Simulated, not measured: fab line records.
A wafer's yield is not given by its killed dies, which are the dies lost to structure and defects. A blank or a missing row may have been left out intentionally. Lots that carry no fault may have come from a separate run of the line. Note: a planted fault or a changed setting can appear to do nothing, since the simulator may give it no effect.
Split-lot experiment | flow n5_finfet | on a route of 1938 steps: 7 lots, 39 wafers read

SPLIT DETAILS
At N5_STI_FIN_REVEAL_ETCHBACK_08 (etches SiO2 in C4F6/O2, target depth 30.5 nm, time 10.167 s), the setting target_depth_a was moved away from the recipe's 305 angstrom on 12 of the 39 wafers read, by -13.9% to +8.2%. For the rest of the wafers, this setting stayed at what the recipe calls for.

FROM THE SPLIT TO THE READING: what the file shows between them, 3 steps
- N5_STI_FIN_REVEAL_STRIP_24: strips in N2/H2, time 90 s
- N5_STI_FIN_REVEAL_PRECLEAN_25: cleans in SPM, time 90 s
- N5_STI_FIN_REVEAL_SRD_23: time 30 s

THE READING
trench_depth_nm, in nm, at N5_STI_FIN_REVEAL_FIN_H_MEAS_10. Typical for fault-free wafers on this fab line: 52.1 nm, with standard deviation 0.79 nm.

wafer  | tool, chamber at the split | target_depth_a as run, angstrom | against the recipe | trench_depth_nm, nm | against lot-mates on the recipe
L076.1 | rie_diel-05, 3,2,0,0,3,2   | 305                             | recipe             | 52.4                | -
L076.2 | rie_diel-05, 3,2,0,0,3,2   | 305                             | recipe             | 51.4                | -
L076.3 | rie_diel-05, 3,2,0,0,3,2   | 305                             | recipe             | 51.7                | -
L076.4 | rie_diel-05, 3,2,0,0,3,2   | 305                             | recipe             | 51.8                | -
L076.5 | rie_diel-05, 3,2,0,0,3,2   | 305                             | recipe             | 52.7                | -
L076.6 | rie_diel-05, 3,2,0,0,3,2   | 305                             | recipe             | 52.0                | -
L077.1 | rie_diel-03, 1,0,2         | 305                             | recipe             | 51.8                | -
L077.2 | rie_diel-03, 1,0,2         | 305                             | recipe             | 51.9                | -
L077.3 | rie_diel-03, 1,0,2         | 305                             | recipe             | 52.1                | -
L077.4 | rie_diel-03, 3,2,3         | 262.5                           | -13.9%             | 45.3                | -6.6
L077.5 | rie_diel-03, 3,2,3         | 262.5                           | -13.9%             | 47.7                | -4.2
L077.6 | rie_diel-03, 3,2,3         | 262.5                           | -13.9%             | 46.1                | -5.8
L078.1 | rie_diel-03, 1,3,0         | 328.1                           | +7.6%              | 53.9                | +2.1
L078.2 | rie_diel-03, 2,0,1         | 305                             | recipe             | 52.1                | -
L078.3 | rie_diel-03, 1,3,0         | 328.1                           | +7.6%              | 52.0                | +0.2
L078.4 | rie_diel-03, 2,0,1         | 305                             | recipe             | 52.6                | -
L078.5 | rie_diel-03, 2,0,1         | 305                             | recipe             | 50.8                | -
L078.6 | rie_diel-03, 1,3,0         | 328.1                           | +7.6%              | 54.5                | +2.7
L079.1 | rie_diel-05, 2,0,2         | 305                             | recipe             | 52.4                | -
L079.2 | rie_diel-05, 3,3,0         | 293.3                           | -3.8%              | 51.0                | -1.3
L079.3 | rie_diel-05, 2,0,2         | 305                             | recipe             | 52.2                | -
L079.4 | rie_diel-05, 3,3,0         | 293.3                           | -3.8%              | 50.9                | -1.4
L079.5 | rie_diel-05, 3,3,0         | 293.3                           | -3.8%              | 50.6                | -1.7
L079.6 | rie_diel-05, 2,0,2         | 305                             | recipe             | 52.4                | -
L080.1 | rie_diel-05, 3,0,3         | 305                             | recipe             | 52.4                | -
L080.5 | rie_diel-05, 3,0,3         | 305                             | recipe             | 52.1                | -
L080.6 | rie_diel-05, 3,0,3         | 305                             | recipe             | 53.2                | -
L083.1 | rie_diel-03, 3,1,1         | 305                             | recipe             | 53.1                | -
L083.2 | rie_diel-03, 3,1,1         | 305                             | recipe             | 52.3                | -
L083.3 | rie_diel-03, 2,0,2         | 330                             | +8.2%              | 55.1                | +2.5
L083.4 | rie_diel-03, 2,0,2         | 330                             | +8.2%              | 55.4                | +2.8
L083.5 | rie_diel-03, 2,0,2         | 330                             | +8.2%              | 55.3                | +2.7
L083.6 | rie_diel-03, 3,1,1         | 305                             | recipe             | 52.5                | -
L090.1 | rie_diel-03, 2,3,0,2,3,0   | 305                             | recipe             | 52.4                | -
L090.2 | rie_diel-03, 2,3,0,2,3,0   | 305                             | recipe             | 52.8                | -
L090.3 | rie_diel-03, 2,3,0,2,3,0   | 305                             | recipe             | 52.9                | -
L090.4 | rie_diel-03, 2,3,0,2,3,0   | 305                             | recipe             | 52.4                | -
L090.5 | rie_diel-03, 2,3,0,2,3,0   | 305                             | recipe             | 52.8                | -
L090.6 | rie_diel-03, 2,3,0,2,3,0   | 305                             | recipe             | 52.7                | -
Where a row lists several chambers, the file gives one row for several wafers and doesn't say which wafer went through which chamber.

FIT RESULTS
A straight line over all 39 wafers: trench_depth_nm changes by +0.363 nm for each +1% of target_depth_a; r = +0.93; the points scatter about the line by 0.77 nm.
The same after taking each lot's own level away (the mean of its wafers on the recipe; 39 wafers): +0.351 nm for each +1%; r = +0.95; scatter 0.62 nm.
The reading moves by 4.9 nm for the largest change in target_depth_a, on that fit.
From 51.83 to 52.67 nm: that is the span of the lots' own levels, equal to 1.1 times the standard deviation above.
The two slopes agree, so the slope changes little with the lot-to-lot level.
Check: -4.61 nm against its lot-mates is what the line predicts for one of the wafers moved furthest among these (-13.9%) when that wafer is left out of the fit. Against them it came out at -6.63 nm.

FILE'S OWN FIT
trench_depth_nm changes by +0.353 nm for each +1% of target_depth_a, r = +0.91.
